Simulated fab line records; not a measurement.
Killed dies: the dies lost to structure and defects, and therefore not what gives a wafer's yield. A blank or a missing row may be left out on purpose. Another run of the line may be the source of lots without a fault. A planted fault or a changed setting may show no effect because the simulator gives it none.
Split-lot study / flow n5Finfet / on a route of 1938 steps: 7 lots, 21 wafers read

== THE SPLIT ==
At N5_FIN_SAQP_COAT_50 (time 60 s, resist thk 35 nm), the setting spinRpm was moved away from the recipe's 1500 rpm on 3 of the 21 wafers read, by +5.4% to +6.3%. The other wafers ran this setting at the recipe's value.

== FROM THE SPLIT TO THE READING: what the file shows between them, 3 steps ==
- N5_FIN_SAQP_COAT_10: resist thk 90 nm
- N5_FIN_SAQP_EBR_12
- N5_FIN_SAQP_DESCUM_21: chemistry O2, time 7.9 s

== THE READING ==
etch.depthNm (the simulator's own value, which no gauge read), in nm, at N5_FIN_SAQP_ETCH_51 (etches SiARC in CF4, target depth 45.5 nm, time 75.8 s). The file does not state a usual value for it. Here, 18 wafers ran the recipe; their average is 35.02 nm with a standard deviation of 0.11 nm.

wafer=L078.1; tool, chamber at the split=lithoTrack-03, 0; spinRpm as run, rpm=1500; against the recipe=recipe; etch.depthNm, nm=35; against lot-mates on the recipe=-
wafer=L078.4; tool, chamber at the split=lithoTrack-03, 0; spinRpm as run, rpm=1500; against the recipe=recipe; etch.depthNm, nm=35.07; against lot-mates on the recipe=-
wafer=L078.5; tool, chamber at the split=lithoTrack-03, 0; spinRpm as run, rpm=1500; against the recipe=recipe; etch.depthNm, nm=34.99; against lot-mates on the recipe=-
wafer=L079.1; tool, chamber at the split=lithoTrack-01, 0; spinRpm as run, rpm=1500; against the recipe=recipe; etch.depthNm, nm=34.97; against lot-mates on the recipe=-
wafer=L079.4; tool, chamber at the split=lithoTrack-01, 0; spinRpm as run, rpm=1500; against the recipe=recipe; etch.depthNm, nm=35.02; against lot-mates on the recipe=-
wafer=L079.6; tool, chamber at the split=lithoTrack-01, 0; spinRpm as run, rpm=1500; against the recipe=recipe; etch.depthNm, nm=35; against lot-mates on the recipe=-
wafer=L082.2; tool, chamber at the split=lithoTrack-03, 0; spinRpm as run, rpm=1581; against the recipe=+5.4%; etch.depthNm, nm=34.08; against lot-mates on the recipe=-0.98
wafer=L082.5; tool, chamber at the split=lithoTrack-03, 0; spinRpm as run, rpm=1500; against the recipe=recipe; etch.depthNm, nm=35.15; against lot-mates on the recipe=-
wafer=L082.6; tool, chamber at the split=lithoTrack-03, 0; spinRpm as run, rpm=1500; against the recipe=recipe; etch.depthNm, nm=34.96; against lot-mates on the recipe=-
wafer=L084.3; tool, chamber at the split=lithoTrack-03, 0; spinRpm as run, rpm=1500; against the recipe=recipe; etch.depthNm, nm=34.98; against lot-mates on the recipe=-
wafer=L084.4; tool, chamber at the split=lithoTrack-03, 0; spinRpm as run, rpm=1500; against the recipe=recipe; etch.depthNm, nm=34.97; against lot-mates on the recipe=-
wafer=L084.5; tool, chamber at the split=lithoTrack-03, 0; spinRpm as run, rpm=1595; against the recipe=+6.3%; etch.depthNm, nm=33.89; against lot-mates on the recipe=-1.08
wafer=L088.3; tool, chamber at the split=lithoTrack-03, 0; spinRpm as run, rpm=1500; against the recipe=recipe; etch.depthNm, nm=35.06; against lot-mates on the recipe=-
wafer=L088.5; tool, chamber at the split=lithoTrack-03, 0; spinRpm as run, rpm=1500; against the recipe=recipe; etch.depthNm, nm=35.07; against lot-mates on the recipe=-
wafer=L088.6; tool, chamber at the split=lithoTrack-03, 0; spinRpm as run, rpm=1594; against the recipe=+6.3%; etch.depthNm, nm=33.97; against lot-mates on the recipe=-1.09
wafer=L089.2; tool, chamber at the split=lithoTrack-05, 0; spinRpm as run, rpm=1500; against the recipe=recipe; etch.depthNm, nm=35.18; against lot-mates on the recipe=-
wafer=L089.5; tool, chamber at the split=lithoTrack-05, 0; spinRpm as run, rpm=1500; against the recipe=recipe; etch.depthNm, nm=35.15; against lot-mates on the recipe=-
wafer=L089.6; tool, chamber at the split=lithoTrack-05, 0; spinRpm as run, rpm=1500; against the recipe=recipe; etch.depthNm, nm=35.21; against lot-mates on the recipe=-
wafer=L090.1; tool, chamber at the split=lithoTrack-03, 0; spinRpm as run, rpm=1500; against the recipe=recipe; etch.depthNm, nm=34.81; against lot-mates on the recipe=-
wafer=L090.3; tool, chamber at the split=lithoTrack-03, 0; spinRpm as run, rpm=1500; against the recipe=recipe; etch.depthNm, nm=34.81; against lot-mates on the recipe=-
wafer=L090.4; tool, chamber at the split=lithoTrack-03, 0; spinRpm as run, rpm=1500; against the recipe=recipe; etch.depthNm, nm=34.93; against lot-mates on the recipe=-

FIT RESULTS
A straight line over all 21 wafers: etch.depthNm changes by -0.173 nm for each +1% of spinRpm; r = -0.96; the points scatter about the line by 0.11 nm.
The same after taking each lot's own level away (the mean of its wafers on the recipe; 21 wafers): -0.175 nm for each +1%; r = -0.99; scatter 0.044 nm.
On that fit, the largest move of spinRpm shifts the reading by 1.1 nm.
Measured against the standard deviation above, the lots' own levels, which go from 34.850 to 35.180 nm, span 3.1 times it.
Consequently the slope shifts little with the lot-to-lot level, the two slopes agreeing.
Check: for one of the wafers moved furthest among these (+6.3%), held out of the fit, the line's prediction against its lot-mates is -1.12 nm. It came out at -1.08 nm against them.

== FURTHER SPLITS ON THESE WAFERS ==
Note: prior to the reading, these wafers also went through further splits. Each is held against what the fit with the lots' levels taken away leaves over:
other split on the same wafers=N5_WELL_APT_PEB_23 pebTempC; wafers away from the commonest value=8; r with etch.depthNm (lot level and that fit taken away)=+0.46
other split on the same wafers=N5_FIN_SAQP_HM_DEP_72 timeS; wafers away from the commonest value=4; r with etch.depthNm (lot level and that fit taken away)=+0.08

== THE WHOLE CHAIN: every reading that the file lists as answering this split, in the file's order ==
step=N5_FIN_SAQP_COAT_50; what it does=time 60 s, resist thk 35 nm; reading=SiARC_of_FIN_SAQP_COAT_50.thkNm (the simulator's own value, which no gauge read); change (the file's fit)=-0.175 nm for each +1% of the setting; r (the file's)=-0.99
step=N5_FIN_SAQP_ETCH_51; what it does=etches SiARC in CF4, target depth 45.5 nm, time 75.8 s; reading=etch.depthNm (the simulator's own value, which no gauge read); change (the file's fit)=-0.175 nm for each +1% of the setting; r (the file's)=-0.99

== THE FILE'S OWN FIT ==
etch.depthNm changes by -0.175 nm for each +1% of spinRpm, r = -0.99.
